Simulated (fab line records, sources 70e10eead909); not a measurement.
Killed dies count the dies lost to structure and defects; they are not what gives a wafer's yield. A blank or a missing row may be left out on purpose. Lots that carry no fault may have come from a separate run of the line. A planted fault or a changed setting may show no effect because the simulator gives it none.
What tool caused it? ; flow nand_harc ; Sampling: 12 lots, 36 wafers, 5 of 1302 route steps

== WHAT THE GAUGES READ, wafer by wafer ==
NHARC_END_SORT_01.
lot;measured;on;killed_at_array;killed_at_other;killed_at_periphery;killed_dies;killed_open;killed_short
L943;day 27 16:52;prober-01;676 674 674;0 0 1;1 3 2;677 677 677;5 2 3;6 1 5
L944;day 28 15:27;prober-01;669 665 670;1 4 3;7 8 4;677 677 677;6 4 2;4 3 3
L945;day 28 20:52;prober-02;670 674 673;2 1 1;5 2 3;677 677 677;0 1 5;2 1 4

== WHICH TOOL RAN EACH LOT (tool, then ch and the chambers of the sampled wafers, then the start) ==
lot;NHARC_A_STAIRCASE_STRIP_205;NHARC_A_STAIRCASE_ETCH_221;NHARC_A_STAIRCASE_TRIM_224;NHARC_A_STAIRCASE_ETCH_225
L935;plasma_asher-02 ch 0,1, day 15 20:43;rie_diel-01 ch 1,2,3, day 15 23:34 or earlier;rie_diel-01 ch 0,1, day 15 23:34 or earlier;rie_diel-01 ch 0,1,2, day 15 23:34
L937;plasma_asher-02 ch 0,1, day 16 19:41;rie_diel-01 ch 0,2,3, day 16 21:44 or earlier;rie_diel-01 ch 0,1,3, day 16 21:44 or earlier;rie_diel-01 ch 0,1,3, day 16 21:44
L943;plasma_asher-02 ch 0,1, day 19 14:02;rie_diel-01 ch 1,2,3, day 19 16:08 or earlier;rie_diel-01 ch 1,2,3, day 19 16:08 or earlier;rie_diel-01 ch 0,1,2, day 19 16:08
L944;plasma_asher-02 ch 0,1, day 20 03:22;rie_diel-01 ch 0,1, day 20 05:30 or earlier;rie_diel-01 ch 2,3, day 20 05:30 or earlier;rie_diel-01 ch 1,2,3, day 20 05:30
L945;plasma_asher-01 ch 0,1, day 20 04:20;rie_diel-01 ch 0,1,2, day 20 06:43 or earlier;rie_diel-01 ch 0,1,3, day 20 06:43 or earlier;rie_diel-01 ch 0,1,3, day 20 06:43
L949;plasma_asher-02 ch 0,1, day 21 19:27;rie_diel-01 ch 1,2,3, day 21 21:40 or earlier;rie_diel-01 ch 0,1,3, day 21 21:40 or earlier;rie_diel-01 ch 1,2,3, day 21 21:40
L951;plasma_asher-01 ch 0,1, day 22 14:33;rie_diel-01 ch 0,1, day 22 16:53 or earlier;rie_diel-01 ch 1,2,3, day 22 16:53 or earlier;rie_diel-01 ch 0,3, day 22 16:53
L950;plasma_asher-02 ch 0,1, day 22 16:25;rie_diel-01 ch 0,2,3, day 22 18:31 or earlier;rie_diel-01 ch 1,2, day 22 18:31 or earlier;rie_diel-01 ch 1,2,3, day 22 18:31
L952;plasma_asher-01 ch 0,1, day 23 16:30;rie_diel-13 ch 1,2, day 23 18:53 or earlier;rie_diel-13 ch 1,2, day 23 18:53 or earlier;rie_diel-13 ch 1,2, day 23 18:53
L953;plasma_asher-02 ch 0,1, day 23 18:26;rie_diel-01 ch 0,2, day 23 20:29 or earlier;rie_diel-01 ch 0,1,3, day 23 20:29 or earlier;rie_diel-01 ch 0,1,3, day 23 20:29
L954;plasma_asher-01 ch 0,1, day 24 10:27;rie_diel-13 ch 0,2, day 24 15:36 or earlier;rie_diel-13 ch 0,1, day 24 15:36 or earlier;rie_diel-13 ch 0,1, day 24 15:36
L957;plasma_asher-01 ch 0,1, day 25 07:46;rie_diel-01 ch 0,3, day 25 09:46 or earlier;rie_diel-01 ch 0,1,3, day 25 09:46 or earlier;rie_diel-01 ch 0,1,3, day 25 09:46
- NHARC_A_STAIRCASE_STRIP_205: strips in O2.
- NHARC_A_STAIRCASE_ETCH_221: etches the open film in C4F8/O2, target depth 100 nm, time 40.5 s.
- NHARC_A_STAIRCASE_TRIM_224: chemistry O2, time 211.2 s.
- NHARC_A_STAIRCASE_ETCH_225: etches the open film in C4F8/O2, target depth 100 nm, time 40.5 s.

== WHAT THE TOOLS THEMSELVES READ (means of the sampled wafers that have a number; where no wafer has one, the mark that the record gives instead) ==
NHARC_A_STAIRCASE_STRIP_205.
lot;tool;drypump_motor_current_A (A);heater_power_w (W)
L935;plasma_asher-02;5.3;336
L937;plasma_asher-02;5.4;321
L943;plasma_asher-02;5.3;345
L944;plasma_asher-02;5.3;344
L945;plasma_asher-01;6.0;348
L949;plasma_asher-02;5.4;323
L951;plasma_asher-01;6.3;359
L950;plasma_asher-02;5.3;346
L952;plasma_asher-01;6.1;346
L953;plasma_asher-02;5.4;320
L954;plasma_asher-01;6.1;345
L957;plasma_asher-01;6.1;343

NHARC_A_STAIRCASE_ETCH_221.
lot;tool;bias_w (W);chamber_pressure_mTorr (mTorr);oes_product_au (a.u.);rf_vpp_V (V)
L935;rie_diel-01;1001.1;24.960;0.939;898
L937;rie_diel-01;997.7;24.983;0.952;898
L943;rie_diel-01;998.2;24.989;0.952;896
L944;rie_diel-01;1000.3;24.996;0.953;900
L945;rie_diel-01;999.9;25.009;0.936;898
L949;rie_diel-01;1000.6;24.990;0.952;897
L951;rie_diel-01;998.7;24.992;0.950;900
L950;rie_diel-01;999.4;24.996;0.947;897
L952;rie_diel-13;1001.6;25.015;0.917;901
L953;rie_diel-01;997.2;24.997;0.962;900
L954;rie_diel-13;1001.3;24.990;0.941;898
L957;rie_diel-01;1003.9;25.008;0.943;900

NHARC_A_STAIRCASE_TRIM_224.
lot;tool;drypump_motor_current_A (A);oes_product_au (a.u.);rf_vpp_V (V);showerhead_plenum_p_Torr (Torr);throttle_valve_pct (%)
L935;rie_diel-01;5.5;1.002;58.4;3.66;17.037
L937;rie_diel-01;5.4;0.998;57.5;3.65;17.034
L943;rie_diel-01;5.9;0.999;57.4;3.54;17.034
L944;rie_diel-01;6.2;0.997;57.6;3.49;17.037
L945;rie_diel-01;5.4;1.007;57.9;3.64;17.041
L949;rie_diel-01;5.4;1.015;58.9;3.63;17.043
L951;rie_diel-01;5.8;1.005;58.3;3.53;17.035
L950;rie_diel-01;6.2;0.998;58.3;3.49;17.041
L952;rie_diel-13;6.1;0.990;58.0;3.64;17.034
L953;rie_diel-01;5.4;1.004;57.0;3.62;17.028
L954;rie_diel-13;6.1;0.997;58.5;3.72;17.033
L957;rie_diel-01;5.4;0.992;58.7;3.62;17.042

NHARC_A_STAIRCASE_ETCH_225.
lot;tool;bias_w (W);chamber_pressure_mTorr (mTorr);oes_product_au (a.u.);rf_vpp_V (V)
L935;rie_diel-01;998.6;24.996;0.947;899
L937;rie_diel-01;998.6;25.007;0.948;900
L943;rie_diel-01;-;-;-;-
L944;rie_diel-01;-;-;-;-
L945;rie_diel-01;-;-;-;-
L949;rie_diel-01;1000.2;25.001;0.946;896
L951;rie_diel-01;997.7;25.018;0.960;901
L950;rie_diel-01;1001.1;24.999;0.947;897
L952;rie_diel-13;1002.1;25.019;0.936;900
L953;rie_diel-01;1000.3;25.009;0.954;899
L954;rie_diel-13;1000.6;25.014;0.938;904
L957;rie_diel-01;1000.2;25.020;0.943;900

== THE ANSWER, worked out from the rows above alone ==
Rule: the usual values come from the lots themselves. Put in order of their means at a reading, lots are off if they are a third of the lots or fewer, leave a main group of 4 or more, and stand apart from it by a gap of 3 or more times the standard deviation of the main group's means; of several such gaps the widest counts. If all means in a main group match to the digits the tables above print for the reading, that group is not used. A lot without any number at a reading at which 4 lots or more have one is off too. Where the step has rows for the other lots, those lots are counted as sound. First the gauges in route order, then the tools' own readings, where a lot's mean is used as printed above. The first step at which some lot is off is used, and at that step the reading that is off furthest; a lot without a number counts as furthest.
Off: L943, L944, L945 (NHARC_A_STAIRCASE_ETCH_225, bias_w). Without a number there: L943, L944, L945. The main group: mean 999.9 W, standard deviation 1.3.
A tool fits if, at that step or a process step before it, it ran every lot that is off, and no sound lot after the first of them. With no start given for some of its lots, NHARC_A_STAIRCASE_ETCH_221 uses the hours and lot order of NHARC_A_STAIRCASE_ETCH_225. With no start given for some of its lots, NHARC_A_STAIRCASE_TRIM_224 uses the hours and lot order of NHARC_A_STAIRCASE_ETCH_225. Not one of the candidates tried fits.

== WHAT THE SIMULATOR HAD INSERTED ==
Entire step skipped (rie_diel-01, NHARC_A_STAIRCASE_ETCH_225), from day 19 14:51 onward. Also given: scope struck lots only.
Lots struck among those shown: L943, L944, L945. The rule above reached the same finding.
